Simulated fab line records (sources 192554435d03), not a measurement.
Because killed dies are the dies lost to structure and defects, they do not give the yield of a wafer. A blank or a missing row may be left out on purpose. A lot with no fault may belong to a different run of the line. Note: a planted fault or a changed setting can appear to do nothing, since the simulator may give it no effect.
Which tool was responsible? / flow n5Finfet / Sampling: 10 lots, 30 wafers, 5 of 1938 route steps

## WHAT THE GAUGES READ, wafer by wafer
N5_BEOL_M0_SAQP_INSPECT_16: inspects for defects (brightfield). Usual: rawDefectCount 522, standard deviation 120.
lot=L375; measured=day 5 11:53; on=defectInspect-01; rawDefectCount=448 456 354; flag=
lot=L377; measured=day 6 06:53; on=defectInspect-01; rawDefectCount=468 370 470; flag=
lot=L379; measured=day 6 12:01; on=defectInspect-02; rawDefectCount=574 626 657; flag=
lot=L386; measured=day 8 08:02; on=defectInspect-02; rawDefectCount=467 376 784; flag=
lot=L387; measured=day 8 14:07; on=defectInspect-01; rawDefectCount=531 622 670; flag=
lot=L391; measured=day 9 11:15; on=defectInspect-01; rawDefectCount=532 413 592; flag=
lot=L393; measured=day 9 22:25; on=defectInspect-02; rawDefectCount=586 423 641; flag=
lot=L394; measured=day 10 05:16; on=defectInspect-01; rawDefectCount=445 396 574; flag=
lot=L397; measured=day 11 00:13; on=defectInspect-02; rawDefectCount=440 481 418; flag=
lot=L398; measured=day 11 05:41; on=defectInspect-02; rawDefectCount=417 488 381; flag=

N5_BEOL_M4_RC_MEAS_101. Usual: DIBL_N 36.3 mV/V, standard deviation 1.6; DIBL_P 36.4 mV/V, standard deviation 2.1; IOFF_N 0.16 nA/um, standard deviation 0.032; IOFF_P 0.22 nA/um, standard deviation 0.044; ION_N 675 uA/um, standard deviation 12; ION_P 463 uA/um, standard deviation 8.3; SS_N 71.6 mV/dec, standard deviation 0.64; SS_P 73.3 mV/dec, standard deviation 0.67; VT_N 250 mV, standard deviation 3.3; VT_P -250 mV, standard deviation 3.7.
lot=L375; measured=day 10 05:23; on=prober-01; DIBL_N (mV/V)=33.9 35.8 33.8; DIBL_P (mV/V)=34.4 36.6 33.3; IOFF_N (nA/um)=0.12 0.16 0.12; IOFF_P (nA/um)=0.18 0.21 0.17; ION_N (uA/um)=664 683 663; ION_P (uA/um)=454 466 460; SS_N (mV/dec)=70.7 71.1 71.6; SS_P (mV/dec)=72.0 72.7 72.3; VT_N (mV)=254 250 252; VT_P (mV)=-252 -253 -254; flag=
lot=L377; measured=day 9 17:16; on=prober-01; DIBL_N (mV/V)=37.6 35.8 35.0; DIBL_P (mV/V)=38.7 35.3 35.0; IOFF_N (nA/um)=0.17 0.13 0.12; IOFF_P (nA/um)=0.21 0.16 0.16; ION_N (uA/um)=675 672 666; ION_P (uA/um)=462 452 455; SS_N (mV/dec)=72.0 71.6 70.9; SS_P (mV/dec)=73.9 72.1 72.7; VT_N (mV)=248 252 252; VT_P (mV)=-250 -256 -255; flag=
lot=L379; measured=day 10 02:59; on=prober-01; DIBL_N (mV/V)=36.7 36.5 37.5; DIBL_P (mV/V)=36.5 36.4 37.5; IOFF_N (nA/um)=0.17 0.16 0.18; IOFF_P (nA/um)=0.22 0.20 0.22; ION_N (uA/um)=675 664 682; ION_P (uA/um)=470 455 469; SS_N (mV/dec)=71.0 71.4 72.1; SS_P (mV/dec)=73.9 72.9 74.1; VT_N (mV)=248 251 248; VT_P (mV)=-249 -251 -248; flag=
lot=L386; measured=day 12 23:00; on=prober-02; DIBL_N (mV/V)=33.7 38.6 35.6; DIBL_P (mV/V)=32.9 38.7 35.8; IOFF_N (nA/um)=0.13 0.22 0.17; IOFF_P (nA/um)=0.20 0.29 0.26; ION_N (uA/um)=674 694 696; ION_P (uA/um)=469 472 479; SS_N (mV/dec)=71.2 72.7 71.5; SS_P (mV/dec)=71.8 74.4 73.3; VT_N (mV)=250 243 249; VT_P (mV)=-247 -245 -244; flag=
lot=L387; measured=day 12 15:33; on=prober-01; DIBL_N (mV/V)=37.1 36.7 35.6; DIBL_P (mV/V)=37.6 35.7 34.2; IOFF_N (nA/um)=0.17 0.15 0.13; IOFF_P (nA/um)=0.23 0.19 0.18; ION_N (uA/um)=692 681 670; ION_P (uA/um)=464 456 453; SS_N (mV/dec)=72.2 71.4 71.1; SS_P (mV/dec)=73.9 72.4 72.9; VT_N (mV)=248 250 251; VT_P (mV)=-250 -252 -253; flag=
lot=L391; measured=day 13 21:56; on=prober-02; DIBL_N (mV/V)=36.4 34.7 35.0; DIBL_P (mV/V)=36.7 33.9 33.9; IOFF_N (nA/um)=0.16 0.13 0.14; IOFF_P (nA/um)=0.23 0.19 0.20; ION_N (uA/um)=685 669 676; ION_P (uA/um)=475 460 463; SS_N (mV/dec)=71.0 70.9 71.5; SS_P (mV/dec)=73.9 72.7 72.5; VT_N (mV)=249 251 251; VT_P (mV)=-249 -249 -248; flag=
lot=L393; measured=day 14 11:29; on=prober-02; DIBL_N (mV/V)=34.9 37.0 37.3; DIBL_P (mV/V)=35.0 37.8 37.6; IOFF_N (nA/um)=0.14 0.18 0.18; IOFF_P (nA/um)=0.19 0.24 0.23; ION_N (uA/um)=666 681 685; ION_P (uA/um)=465 469 467; SS_N (mV/dec)=71.3 71.4 71.3; SS_P (mV/dec)=72.3 73.3 73.4; VT_N (mV)=251 246 244; VT_P (mV)=-251 -247 -249; flag=
lot=L394; measured=day 14 05:22; on=prober-02; DIBL_N (mV/V)=34.3 34.8 33.7; DIBL_P (mV/V)=32.5 33.8 31.3; IOFF_N (nA/um)=0.10 0.12 0.09; IOFF_P (nA/um)=0.13 0.14 0.12; ION_N (uA/um)=642 676 651; ION_P (uA/um)=435 460 442; SS_N (mV/dec)=70.7 71.0 70.2; SS_P (mV/dec)=72.8 73.8 71.9; VT_N (mV)=257 253 258; VT_P (mV)=-258 -256 -259; flag=
lot=L397; measured=day 15 18:29; on=prober-02; DIBL_N (mV/V)=35.4 34.7 40.7; DIBL_P (mV/V)=36.1 35.6 41.8; IOFF_N (nA/um)=0.13 0.13 0.24; IOFF_P (nA/um)=0.16 0.16 0.26; ION_N (uA/um)=665 662 697; ION_P (uA/um)=456 456 463; SS_N (mV/dec)=71.8 71.1 73.0; SS_P (mV/dec)=72.6 73.2 74.2; VT_N (mV)=254 252 245; VT_P (mV)=-253 -256 -247; flag=
lot=L398; measured=day 16 21:25; on=prober-01; DIBL_N (mV/V)=35.7 37.1 35.8; DIBL_P (mV/V)=34.9 36.6 35.0; IOFF_N (nA/um)=0.15 0.17 0.15; IOFF_P (nA/um)=0.21 0.23 0.21; ION_N (uA/um)=665 670 680; ION_P (uA/um)=459 462 463; SS_N (mV/dec)=71.9 72.6 72.4; SS_P (mV/dec)=72.9 73.0 72.9; VT_N (mV)=250 248 253; VT_P (mV)=-250 -248 -251; flag=

## EACH LOT AND THE TOOL THAT RAN IT (in order: tool; ch and the chambers of the sampled wafers; start)
lot=L375; N5_BEOL_M0_SAQP_MANDREL1_REMOVE_100=rieSi-03 ch 1,2,3, day 5 13:50; N5_BEOL_M0_SAQP_RECESS_109=vaporEtch-01 ch 0, day 5 14:51; N5_BEOL_M0_SAQP_COAT_69=lithoTrack-01 ch 0, day 5 15:53
lot=L377; N5_BEOL_M0_SAQP_MANDREL1_REMOVE_100=rieSi-05 ch 0,2,3, day 6 08:43; N5_BEOL_M0_SAQP_RECESS_109=vaporEtch-02 ch 0,1, day 6 10:06; N5_BEOL_M0_SAQP_COAT_69=lithoTrack-05 ch 0, day 6 10:59
lot=L379; N5_BEOL_M0_SAQP_MANDREL1_REMOVE_100=rieSi-05 ch 0,1, day 6 13:48; N5_BEOL_M0_SAQP_RECESS_109=vaporEtch-02 ch 0,1, day 6 14:51; N5_BEOL_M0_SAQP_COAT_69=lithoTrack-05 ch 0, day 6 16:01
lot=L386; N5_BEOL_M0_SAQP_MANDREL1_REMOVE_100=rieSi-05 ch 1,2, day 8 10:36; N5_BEOL_M0_SAQP_RECESS_109=vaporEtch-01 ch 0,1, day 8 11:35; N5_BEOL_M0_SAQP_COAT_69=lithoTrack-02 ch 0, day 8 12:31
lot=L387; N5_BEOL_M0_SAQP_MANDREL1_REMOVE_100=rieSi-05 ch 1,2, day 8 16:23; N5_BEOL_M0_SAQP_RECESS_109=vaporEtch-02 ch 0,1, day 8 17:40; N5_BEOL_M0_SAQP_COAT_69=lithoTrack-02 ch 0, day 8 18:50
lot=L391; N5_BEOL_M0_SAQP_MANDREL1_REMOVE_100=rieSi-04 ch 2,3, day 9 13:41; N5_BEOL_M0_SAQP_RECESS_109=vaporEtch-02 ch 0,1, day 9 14:39; N5_BEOL_M0_SAQP_COAT_69=lithoTrack-02 ch 0, day 9 15:35
lot=L393; N5_BEOL_M0_SAQP_MANDREL1_REMOVE_100=rieSi-03 ch 0,1,2, day 10 00:04; N5_BEOL_M0_SAQP_RECESS_109=vaporEtch-02 ch 0,1, day 10 01:02; N5_BEOL_M0_SAQP_COAT_69=lithoTrack-02 ch 0, day 10 01:58
lot=L394; N5_BEOL_M0_SAQP_MANDREL1_REMOVE_100=rieSi-03 ch 0,1,3, day 10 06:44; N5_BEOL_M0_SAQP_RECESS_109=vaporEtch-01 ch 0,1, day 10 07:55; N5_BEOL_M0_SAQP_COAT_69=lithoTrack-05 ch 0, day 10 08:56
lot=L397; N5_BEOL_M0_SAQP_MANDREL1_REMOVE_100=rieSi-03 ch 1,2,3, day 11 01:52; N5_BEOL_M0_SAQP_RECESS_109=vaporEtch-01 ch 0,1, day 11 03:14; N5_BEOL_M0_SAQP_COAT_69=lithoTrack-05 ch 0, day 11 04:10
lot=L398; N5_BEOL_M0_SAQP_MANDREL1_REMOVE_100=rieSi-03 ch 1,2, day 11 08:31; N5_BEOL_M0_SAQP_RECESS_109=vaporEtch-01 ch 0,1, day 11 09:52; N5_BEOL_M0_SAQP_COAT_69=lithoTrack-01 ch 0, day 11 10:46
- N5_BEOL_M0_SAQP_MANDREL1_REMOVE_100: chemistry HBr/Cl2/O2, target a-Si, stops on SiNx, bt time 10 s.
- N5_BEOL_M0_SAQP_RECESS_109: chemistry HF/NH3, target SiO2, target depth 3 nm, afs cycles 1, sublimation time 60 s.
- N5_BEOL_M0_SAQP_COAT_69: time 60 s, resist thk 90 nm.

## AS READ BY THE TOOLS THEMSELVES (means over the sampled wafers that have a number; for cases with no such wafer, the mark the record gives instead)
N5_BEOL_M0_SAQP_MANDREL1_REMOVE_100. Usual: O2_flow_sccm 4.999 sccm, standard deviation 0.015; drypumpMotorCurrentA 5.8 A, standard deviation 0.4; oes_o_777_au 0.97 a.u., standard deviation 0.041; oesProductAu 0.997 a.u., standard deviation 0.016; throttleValvePct 36.61 %, standard deviation 0.2.
lot=L375; tool=rieSi-03; O2_flow_sccm (sccm)=4.990; drypumpMotorCurrentA (A)=5.6; oes_o_777_au (a.u.)=0.97; oesProductAu (a.u.)=1.005; throttleValvePct (%)=36.49; flag=
lot=L377; tool=rieSi-05; O2_flow_sccm (sccm)=4.997; drypumpMotorCurrentA (A)=6.2; oes_o_777_au (a.u.)=0.99; oesProductAu (a.u.)=0.991; throttleValvePct (%)=36.66; flag=
lot=L379; tool=rieSi-05; O2_flow_sccm (sccm)=4.989; drypumpMotorCurrentA (A)=5.8; oes_o_777_au (a.u.)=0.96; oesProductAu (a.u.)=0.976; throttleValvePct (%)=36.71; flag=
lot=L386; tool=rieSi-05; O2_flow_sccm (sccm)=4.992; drypumpMotorCurrentA (A)=5.5; oes_o_777_au (a.u.)=0.95; oesProductAu (a.u.)=0.979; throttleValvePct (%)=36.57; flag=
lot=L387; tool=rieSi-05; O2_flow_sccm (sccm)=5.007; drypumpMotorCurrentA (A)=5.6; oes_o_777_au (a.u.)=0.94; oesProductAu (a.u.)=0.994; throttleValvePct (%)=36.50; flag=
lot=L391; tool=rieSi-04; O2_flow_sccm (sccm)=5.001; drypumpMotorCurrentA (A)=5.6; oes_o_777_au (a.u.)=1.01; oesProductAu (a.u.)=1.002; throttleValvePct (%)=36.64; flag=
lot=L393; tool=rieSi-03; O2_flow_sccm (sccm)=5.006; drypumpMotorCurrentA (A)=5.8; oes_o_777_au (a.u.)=0.95; oesProductAu (a.u.)=0.998; throttleValvePct (%)=36.52; flag=
lot=L394; tool=rieSi-03; O2_flow_sccm (sccm)=4.998; drypumpMotorCurrentA (A)=5.8; oes_o_777_au (a.u.)=0.97; oesProductAu (a.u.)=1.001; throttleValvePct (%)=36.54; flag=
lot=L397; tool=rieSi-03; O2_flow_sccm (sccm)=5.024; drypumpMotorCurrentA (A)=5.6; oes_o_777_au (a.u.)=0.96; oesProductAu (a.u.)=1.004; throttleValvePct (%)=36.49; flag=
lot=L398; tool=rieSi-03; O2_flow_sccm (sccm)=4.990; drypumpMotorCurrentA (A)=5.6; oes_o_777_au (a.u.)=0.94; oesProductAu (a.u.)=1.001; throttleValvePct (%)=36.48; flag=

N5_BEOL_M0_SAQP_RECESS_109. Usual: drypumpMotorCurrentA 6.06 A, standard deviation 0.25.
lot=L375; tool=vaporEtch-01; drypumpMotorCurrentA (A)=6.28; flag=
lot=L377; tool=vaporEtch-02; drypumpMotorCurrentA (A)=6.11; flag=
lot=L379; tool=vaporEtch-02; drypumpMotorCurrentA (A)=5.95; flag=
lot=L386; tool=vaporEtch-01; drypumpMotorCurrentA (A)=6.09; flag=
lot=L387; tool=vaporEtch-02; drypumpMotorCurrentA (A)=6.13; flag=
lot=L391; tool=vaporEtch-02; drypumpMotorCurrentA (A)=6.10; flag=
lot=L393; tool=vaporEtch-02; drypumpMotorCurrentA (A)=5.96; flag=
lot=L394; tool=vaporEtch-01; drypumpMotorCurrentA (A)=6.10; flag=
lot=L397; tool=vaporEtch-01; drypumpMotorCurrentA (A)=6.10; flag=
lot=L398; tool=vaporEtch-01; drypumpMotorCurrentA (A)=5.91; flag=

N5_BEOL_M0_SAQP_COAT_69. Usual: spinSpeedRpm 1499.9 rpm, standard deviation 1.1.
lot=L375; tool=lithoTrack-01; spinSpeedRpm (rpm)=1499.3; flag=
lot=L377; tool=lithoTrack-05; spinSpeedRpm (rpm)=1500.2; flag=
lot=L379; tool=lithoTrack-05; spinSpeedRpm (rpm)=1499.6; flag=
lot=L386; tool=lithoTrack-02; spinSpeedRpm (rpm)=1499.3; flag=
lot=L387; tool=lithoTrack-02; spinSpeedRpm (rpm)=1500.4; flag=
lot=L391; tool=lithoTrack-02; spinSpeedRpm (rpm)=1298.7; flag=OFF
lot=L393; tool=lithoTrack-02; spinSpeedRpm (rpm)=1299.0; flag=OFF
lot=L394; tool=lithoTrack-05; spinSpeedRpm (rpm)=1499.2; flag=
lot=L397; tool=lithoTrack-05; spinSpeedRpm (rpm)=1500.0; flag=
lot=L398; tool=lithoTrack-01; spinSpeedRpm (rpm)=1500.0; flag=

## THE ANSWER, worked out from the rows above alone
Rule: a lot is off if the mean of its wafers that have a number lies more than 3 standard deviations from the usual mean. A lot without any number at a reading at which 4 lots or more have one is off too. The other lots that the step has rows for count as sound. Order of review: gauges by route order, followed by the tools' own readings, for which a lot's mean as printed above is used. The first step at which some lot is off is used, and at that step the reading that is off furthest; a lot without a number counts as furthest.
Off, at N5_BEOL_M0_SAQP_COAT_69 on spinSpeedRpm: L391, L393.
A tool fits if, at that step or a process step before it, it ran every lot that is off, and no sound lot after the first of them. Can't be told from this: 2 tools fit, vaporEtch-02 at N5_BEOL_M0_SAQP_RECESS_109, lithoTrack-02 at N5_BEOL_M0_SAQP_COAT_69.

## WHAT WAS PUT IN BY THE SIMULATOR
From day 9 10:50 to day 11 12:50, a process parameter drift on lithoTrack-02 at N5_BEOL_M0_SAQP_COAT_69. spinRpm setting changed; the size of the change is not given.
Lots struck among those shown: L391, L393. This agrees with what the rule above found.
